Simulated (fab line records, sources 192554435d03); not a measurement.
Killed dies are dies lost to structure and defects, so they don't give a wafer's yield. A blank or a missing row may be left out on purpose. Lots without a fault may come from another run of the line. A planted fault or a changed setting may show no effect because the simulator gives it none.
fab line records | flow n5_finfet
record lots=6 wafers=16 last_day=19
route steps=1938 shown HKMG_FIN@389 BEOL_M4@1111
lots that met no fault: from a run of the same line without faults
start_h: hours from the record's first day to the start of the lot's first wafer shown | wait_h: hours since the lot's step before | " the same as in the row above | L1.1+2: a row that stands for several wafers | - no value, or no start given | * or withheld: withheld | < > ~ a bound
route shown NAME@n: a module of which the file shows steps, and the number in the route of the first | usual: mean/standard deviation of fault-free wafers | same: alike in all rows | chamber/n: place in a boat | sites: the reading at each site | _std_site: their standard deviation | _edge_site: outer sites' mean less inner sites' | radius_mm: how far each site lies from the wafer's centre | mask NAME#n: copy n | behind: the tool/chamber that last shaped the wafer | hold: why the lot was held/for how many hours/how that ended | device: the transistor (n, p or np) that didn't switch | end of line: the same wafers' tests at the end of the route | a step without rows: its recipe alone | killed: dies lost to structure and defects at the first sort, not the wafer's yield | map: a wafer's dies, x killed, . not, _ none there
set.NAME: the setting as run; set.NAME@STEP: as run at that earlier step | model.NAME: the simulator's own value behind a step, which no gauge read
lots at some steps of the route; a table a step, a row a wafer
services: from which hour (start_h, from the record's first day; less than 0 if before it) a tool's chamber was out of use, for how many hours, and why
## steps
# step N5_HKMG_FIN_ALD_75
# recipe material=Al2O3 target_thk_a=10 temp_c=150 ald_precursor_family=TMA ald_co_reactant=H2O pulse_time_s=withheld co_reactant_pulse_time_s=1
# usual heater_power_w=157/13 precursor_pulse_height_rel=1.000/0.019
# columns lot.wafer tool chamber start_h wait_h heater_power_w precursor_pulse_height_rel
L863.3 ald_hk-01 1 70.84 0.0 144 0.987
L863.4 " 3 " " 153 0.978
L863.5 " 2 " " 141 1.010
L868.2 ald_hk-02 2 101.33 0.0 146 1.020
L868.4 " 0 " " 170 1.000
L868.6 " 0 " " 167 0.997
L871.1 ald_hk-01 0 119.45 0.0 158 0.975
L871.4 " 3 " " 155 1.011
L871.6 " 1 " " 139 0.976
L872.1 ald_hk-01 3 125.39 0.0 152 1.004
L872.4 " 1 " " 143 0.991
L872.6 " 2 " " 146 1.009
L882.2 ald_hk-02 0 185.51 0.0 165 1.000
L882.4 " 3 " " 170 0.963
L884.2 ald_hk-02 1 198.60 0.0 169 1.006
L884.4 " 2 " " 146 0.991
# step N5_HKMG_FIN_COAT_41
# recipe resist=SOC temp_c=250 time_s=60 spin_rpm=1500 resist_thk_nm=300
# step N5_HKMG_FIN_COAT_42
# recipe resist=SiARC temp_c=220 time_s=60 spin_rpm=1500 resist_thk_nm=35
# step N5_HKMG_FIN_COAT_43
# recipe resist=CAR-ArF spin_rpm=1500 resist_thk_nm=90
# step N5_HKMG_FIN_EBR_45
# recipe solvent=PGMEA ebr_width_mm=1.5
# step N5_HKMG_FIN_SOFTBAKE_44
# recipe temp_c=110 time_s=60 resist=CAR-ArF
# step N5_HKMG_FIN_EXPOSE_46
# recipe mask_id=NDIPOLE na=1.35 source_shape=conventional sigma_outer=0.8 polarization=unpolarized dose_mj=40
# step N5_HKMG_FIN_PEB_47
# recipe peb_temp_c=withheld peb_time_s=60 resist=CAR-ArF
# step N5_HKMG_FIN_DEVELOP_48
# recipe develop_time_s=30 developer=TMAH resist=CAR-ArF rinse_liquid=diw dry=air_spin dev_temp_c=23
# step N5_HKMG_FIN_CD_MEAS_49
# recipe target_cd_nm=202 landing_energy_ev=500 detector=se_inlens polarity=opening
# usual cd_nm=201.8/0.6
# same landing_energy_ev=500
# columns lot.wafer tool chamber start_h wait_h cd_nm
L863.3 cd_sem-01 0 71.18 - 202.1
L863.4 " 0 " " 201.9
L863.5 " 0 " " 202.6
L868.2 cd_sem-03 0 101.67 - 200.9
L868.4 " 0 " " 200.8
L868.6 " 0 " " 201.2
L871.1 cd_sem-02 0 119.80 - 202.0
L871.4 " 0 " " 201.1
L871.6 " 0 " " 201.8
L872.1 cd_sem-02 0 125.86 - 202.0
L872.4 " 0 " " 201.9
L872.6 " 0 " " 201.4
L882.2 cd_sem-02 0 185.98 - 202.6
L882.4 " 0 " " 201.8
L884.2 cd_sem-03 0 199.06 - 203.0
L884.4 " 0 " " 202.0
# step N5_HKMG_FIN_OVL_MEAS_50
# recipe points_per_wafer=44
# usual NDIPOLE_OVL=0.1/0.62
# same points_per_wafer=44
# columns lot.wafer tool chamber start_h wait_h NDIPOLE_OVL[nm]
L863.3 overlay-01 0 71.21 0.0 0.2
L863.4 " 0 " " 0.2
L863.5 " 0 " " -0.6
L868.2 overlay-02 0 101.70 0.0 -1.4
L868.4 " 0 " " -0.9
L868.6 " 0 " " -1.1
L871.1 overlay-01 0 119.83 0.0 0.2
L871.4 " 0 " " 0.5
L871.6 " 0 " " 0.1
L872.1 overlay-02 0 125.89 0.0 0.0
L872.4 " 0 " " -1.1
L872.6 " 0 " " 0.6
L882.2 overlay-02 0 186.01 0.0 0.0
L882.4 " 0 " " 0.7
L884.2 overlay-01 0 199.09 0.0 -0.7
L884.4 " 0 " " 0.5
# step N5_HKMG_FIN_INSPECT_61
# recipe mode=adi inspect_instrument=macro
# usual raw_defect_count=2.0/1.5
# columns lot.wafer tool chamber start_h wait_h raw_defect_count
L863.3 defect_inspect-02 - 71.24 0.0 2
L863.4 " - " " 2
L863.5 " - " " 2
L868.2 defect_inspect-02 - 101.72 0.0 2
L868.4 " - " " 2
L868.6 " - " " 3
L871.1 defect_inspect-02 - 119.85 0.0 0
L871.4 " - " " 0
L871.6 " - " " 1
L872.1 defect_inspect-01 - 125.91 0.0 3
L872.4 " - " " 0
L872.6 " - " " 2
L882.2 defect_inspect-01 - 186.04 0.0 0
L882.4 " - " " 2
L884.2 defect_inspect-01 - 199.12 0.0 0
L884.4 " - " " 2
# step N5_HKMG_FIN_DESCUM_53
# recipe chemistry=O2 time_s=7.9 source_power_w=50 bias_power_w=20 pressure_mtorr=20 rf_frequency_hz=2.712e+07 temp_c=40 resist=CAR-ArF o2_flow_sccm=225
# usual drypump_motor_current_A=5.7/0.47 oes_product_au=0.77/0.057 rf_vpp_V=243.1/1.5 showerhead_plenum_p_Torr=2.09/0.075 throttle_valve_pct=20.51/0.19
# columns lot.wafer tool chamber start_h wait_h drypump_motor_current_A oes_product_au rf_hours_counter_h rf_vpp_V showerhead_plenum_p_Torr throttle_valve_pct model.CAR-ArF_of_HKMG_FIN_COAT_43.thk_nm
L863.3 rie_diel-05 0 71.55 0.3 4.9 0.73 180 245.8 2.16 20.72 83.2
L863.4 " 1 " " 5.0 0.92 24 243.1 2.14 20.43 83.6
L863.5 " 0 " " 4.9 0.74 - 246.0 2.16 20.73 83.2
L868.2 rie_diel-01 3 101.76 0.0 5.2 0.71 205 245.4 2.16 20.37 83.2
L868.4 " 1 " " 5.9 0.76 156 240.8 2.02 20.41 83.6
L868.6 " 0 " " 5.5 0.83 - 242.6 2.04 20.57 83.4
L871.1 rie_diel-01 2 119.89 0.0 6.1 0.75 201 244.2 2.06 20.62 83.6
L871.4 " 3 " " 5.1 0.71 213 243.2 2.16 20.39 83.2
L871.6 " 2 " " 6.0 0.73 - 243.7 2.06 20.62 83.4
L872.1 rie_diel-04 2 125.95 0.0 6.0 0.71 216 243.5 2.15 20.63 83.4
L872.4 " 0 " " 5.8 0.79 99 241.4 2.02 20.19 83.6
L872.6 " 0 " " 5.8 0.79 - 242.0 2.02 20.18 83.4
L882.2 rie_diel-04 2 186.07 0.0 6.0 0.69 237 243.2 2.14 20.65 84.2
L882.4 " 0 " " 5.8 0.77 123 240.7 2.01 20.22 83.4
L884.2 rie_diel-04 3 199.44 0.3 6.7 0.85 72 244.4 2.22 20.30 83.8
L884.4 " 1 " " 5.7 0.78 128 241.5 2.02 20.33 83
# step N5_HKMG_FIN_ETCH_54
# recipe chemistry=CF4 target=SiARC target_depth_a=455 mask_material=CAR-ArF time_s=75.8 ion_energy_ev=80 pressure_mtorr=40 source_w=545 bias_w=36 Ar_flow_sccm=100 cf4_flow_sccm=100 ends=cleared
# usual drypump_motor_current_A=5.7/0.48 etch_rf_on_time_s=75.5/0.9 oes_product_au=0.65/0.049 rf_vpp_V=184.0/1.2 showerhead_plenum_p_Torr=2.14/0.073 throttle_valve_pct=15.69/0.2
# columns lot.wafer tool chamber start_h wait_h drypump_motor_current_A etch_rf_on_time_s oes_product_au rf_hours_counter_h rf_vpp_V showerhead_plenum_p_Torr throttle_valve_pct model.CAR-ArF_of_HKMG_FIN_COAT_43.thk_nm
L863.3 rie_diel-05 0 71.59 0.0 4.9 74.7 0.64 180 186.0 2.21 15.94 50.6
L863.4 " 1 " " 5.0 75.7 0.78 24 183.9 2.18 15.52 51
L863.5 " 0 " " 4.9 74.5 0.63 - 183.5 2.21 15.92 50.8
L868.2 rie_diel-01 3 101.79 0.0 5.2 75.6 0.61 205 183.4 2.21 15.62 50.6
L868.4 " 1 " " 5.8 74.6 0.65 156 183.1 2.06 15.55 51
L868.6 " 0 " " 5.5 75.1 0.70 - 184.1 2.09 15.66 50.6
L871.1 rie_diel-01 2 119.93 0.0 6.0 75.7 0.63 201 183.4 2.13 15.94 51
L871.4 " 3 " " 5.1 75.1 0.60 213 183.7 2.21 15.63 50.6
L871.6 " 2 " " 6.0 75.4 0.63 - 184.0 2.13 15.94 50.6
L872.1 rie_diel-04 2 125.98 0.0 6.0 76.0 0.61 216 185.0 2.20 15.85 50.6
L872.4 " 0 " " 5.8 76.1 0.67 99 183.9 2.07 15.39 50.8
L872.6 " 0 " " 5.8 75.5 0.68 - 182.8 2.07 15.38 50.6
L882.2 rie_diel-04 2 186.10 0.0 6.0 76.6 0.58 237 185.1 2.19 15.88 51.6
L882.4 " 0 " " 5.8 75.5 0.65 123 182.9 2.06 15.43 51
L884.2 rie_diel-04 3 199.48 0.0 6.7 76.4 0.73 72 185.3 2.26 15.45 51.2
L884.4 " 1 " " 5.7 74.6 0.68 128 183.0 2.07 15.54 50.6
# step N5_HKMG_FIN_ETCH_55
# recipe chemistry=N2/H2 target=SOC target_depth_a=2400 temp_c=40 time_s=300 ion_energy_ev=200 mask_material=SiARC pressure_mtorr=30 source_w=840 bias_w=150 n2_flow_sccm=200 h2_flow_sccm=200
# usual drypump_motor_current_A=5.7/0.48 oes_product_au=0.76/0.057 rf_vpp_V=523.7/2.7 showerhead_plenum_p_Torr=2.54/0.089 throttle_valve_pct=17.90/0.23
# columns lot.wafer tool chamber start_h wait_h drypump_motor_current_A oes_product_au rf_hours_counter_h rf_vpp_V showerhead_plenum_p_Torr throttle_valve_pct
L863.3 rie_diel-05 0 71.64 0.0 4.9 0.74 180 524.7 2.64 18.16
L863.4 " 1 " " 5.0 0.91 24 526.4 2.60 17.82
L863.5 " 0 " " 4.9 0.74 - 526.6 2.64 18.17
L868.2 rie_diel-01 3 101.85 0.0 5.1 0.71 205 525.6 2.62 17.71
L868.4 " 1 " " 5.9 0.76 156 520.2 2.44 17.79
L868.6 " 0 " " 5.5 0.83 - 520.8 2.47 18.04
L871.1 rie_diel-01 2 119.98 0.0 6.1 0.73 201 523.9 2.52 18.11
L871.4 " 3 " " 5.2 0.70 213 525.1 2.61 17.75
L871.6 " 2 " " 6.1 0.73 - 523.2 2.52 18.13
L872.1 rie_diel-04 2 126.04 0.0 6.0 0.70 216 526.7 2.62 18.08
L872.4 " 0 " " 5.8 0.79 99 521.0 2.45 17.54
L872.6 " 0 " " 5.8 0.80 - 520.6 2.45 17.53
L882.2 rie_diel-04 2 186.16 0.0 6.0 0.69 237 526.2 2.61 18.09
L882.4 " 0 " " 5.8 0.77 123 520.5 2.44 17.59
L884.2 rie_diel-04 3 199.53 0.0 6.7 0.85 72 527.1 2.68 17.61
L884.4 " 1 " " 5.7 0.79 128 521.3 2.45 17.67
# step N5_BEOL_M4_RC_MEAS_101
# usual DIBL_N=36.0/1.4 DIBL_P=36.1/1.4 IOFF_N=0.153/0.02 IOFF_P=0.211/0.026 ION_N=673/8.7 ION_P=463/6.7 SS_N=71.5/0.5 SS_P=73.3/0.54 VT_N=250.1/2.4 VT_P=-250.2/2.9
# columns lot.wafer tool chamber start_h wait_h DIBL_N[mV/V] DIBL_P[mV/V] IOFF_N[nA/um] IOFF_P[nA/um] ION_N[uA/um] ION_P[uA/um] SS_N[mV/dec] SS_P[mV/dec] VT_N[mV] VT_P[mV]
L863.3 prober-02 0 180.82 0.3 36.3 37.8 0.170 0.253 683 475 71.2 73.8 247.7 -246.8
L863.4 " 0 " " 34.4 34.7 0.137 0.206 671 467 70.9 72.8 251.5 -247.3
L863.5 " 0 " " 34.2 34.9 0.133 0.196 670 473 71.3 72.8 251.0 -250.0
L868.2 prober-02 0 213.36 0.2 37.3 37.2 0.158 0.211 670 461 70.7 72.5 251.9 -251.1
L868.4 " 0 " " 36.7 35.2 0.148 0.191 664 461 71.2 72.7 250.9 -253.4
L868.6 " 0 " " 38.5 38.3 0.180 0.231 671 462 71.5 73.4 247.6 -251.7
L871.1 prober-01 0 239.22 0.0 36.3 36.8 0.167 0.220 678 468 71.0 73.5 250.2 -250.0
L871.4 " 0 " " 36.5 37.1 0.159 0.223 671 462 71.1 73.4 252.3 -246.7
L871.6 " 0 " " 38.0 38.8 0.192 0.253 685 473 72.5 73.9 247.5 -246.7
L872.1 prober-01 0 246.59 0.0 35.3 35.8 0.145 0.205 670 459 71.8 73.3 254.0 -249.4
L872.4 " 0 " " 34.0 35.5 0.135 0.206 665 465 71.2 73.1 250.9 -250.1
L872.6 " 0 " " 34.8 35.4 0.138 0.192 669 462 70.9 72.7 251.4 -250.0
L882.2 prober-01 0 302.03 0.2 36.1 35.7 0.154 0.225 675 472 71.1 73.1 251.3 -247.8
L882.4 " 0 " " 36.2 34.8 0.147 0.208 670 462 71.2 73.2 248.4 -249.6
L884.2 prober-02 0 347.19 0.2 34.5 36.3 0.150 0.208 664 459 70.8 73.9 246.7 -250.5
L884.4 " 0 " " 33.3 34.2 0.121 0.162 657 454 70.7 72.6 253.6 -255.8
## services
# columns tool chamber start_h hours kind
rie_diel-01 3 79.02 4.8 repair
rie_diel-01 2 95.07 1.2 repair
rie_diel-04 1 104.65 18.0 repair
ald_hk-02 - 188.08 2.8 pm
rie_diel-05 2 191.66 1.2 repair
## key
first_sign none at tools or gauges
model_effect step=N5_HKMG_FIN_DESCUM_53 value=CAR-ArF_of_HKMG_FIN_COAT_43.thk_nm without=83.4 struck=84
model_effect step=N5_HKMG_FIN_ETCH_54 value=CAR-ArF_of_HKMG_FIN_COAT_43.thk_nm without=51 struck=51.4
met_at N5_HKMG_FIN_DESCUM_53
struck_wafers L882.2,L884.2
onset_between 125.95 186.07
fault kind=process_parameter_drift tool=rie_diel-04 chamber=- onset_h=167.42 steps=N5_HKMG_FIN_DESCUM_53 channel=time_s offset=* shape=step end_h=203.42 scope=struck_wafers_only acts_in=* stated=*
